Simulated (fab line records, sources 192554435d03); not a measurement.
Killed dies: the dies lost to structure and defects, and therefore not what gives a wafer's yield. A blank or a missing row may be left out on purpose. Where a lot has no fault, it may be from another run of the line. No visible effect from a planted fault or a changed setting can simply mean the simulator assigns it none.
Matching of chambers | flow n5_finfet | N5_BEOL_M6_ETCH_66 on rie_diel-05 has 4 sister chambers
The step etches SOC in N2/H2, target depth 80 nm, overetch 16 nm, time 120 s. 8 wafers are shown with their chamber, then 7 later ones without.

== WAFERS WITH THEIR CHAMBER ==
wafer  | chamber | drypump_motor_current_A (A) | showerhead_plenum_p_Torr (Torr)
L076.5 | 0       | 6.3                         | 2.42
L078.4 | 2       | 6.0                         | 2.46
L078.5 | 0       | 6.3                         | 2.41
L085.1 | 1       | 4.9                         | 2.52
L085.4 | 2       | 5.9                         | 2.46
L085.6 | 3       | 5.6                         | 2.59
L088.1 | 1       | 4.9                         | 2.52
L088.3 | 3       | 5.6                         | 2.59

== WAFERS MISSING THEIR CHAMBER ==
wafer  | drypump_motor_current_A (A) | showerhead_plenum_p_Torr (Torr)
L088.5 | 5.7                         | 2.59
L089.2 | 5.9                         | 2.45
L089.3 | 6.3                         | 2.40
L089.6 | 5.9                         | 2.45
L096.1 | 6.3                         | 2.40
L096.3 | 6.3                         | 2.40
L096.5 | 6.0                         | 2.45

== THE CHAMBER EACH PASSED THROUGH ==
wafer  | from the rows above | in truth
L088.5 | 3                   | 3
L089.2 | 2                   | 2
L089.3 | 0                   | 0
L089.6 | 2                   | 2
L096.1 | 0                   | 0
L096.3 | 0                   | 0
L096.5 | 2                   | 2
Placed correctly: 7 of 7. Can't be placed from these rows: 0. Wrongly placed: 0.
How it was worked out, from the rows above alone: a wafer's distance from a chamber is the root of the sum, over the readings, of the square of ((its reading less the chamber's mean) divided by the reading's scatter). The wafer belongs to the nearest chamber; if the next one is less than 2 further off, it can't be placed. For every chamber, the mean is computed from those of its wafers that are shown. The scatter is the square root of a quotient: the sum, over the shown wafers, of each reading's squared deviation from its chamber's mean, divided by wafers minus chambers.
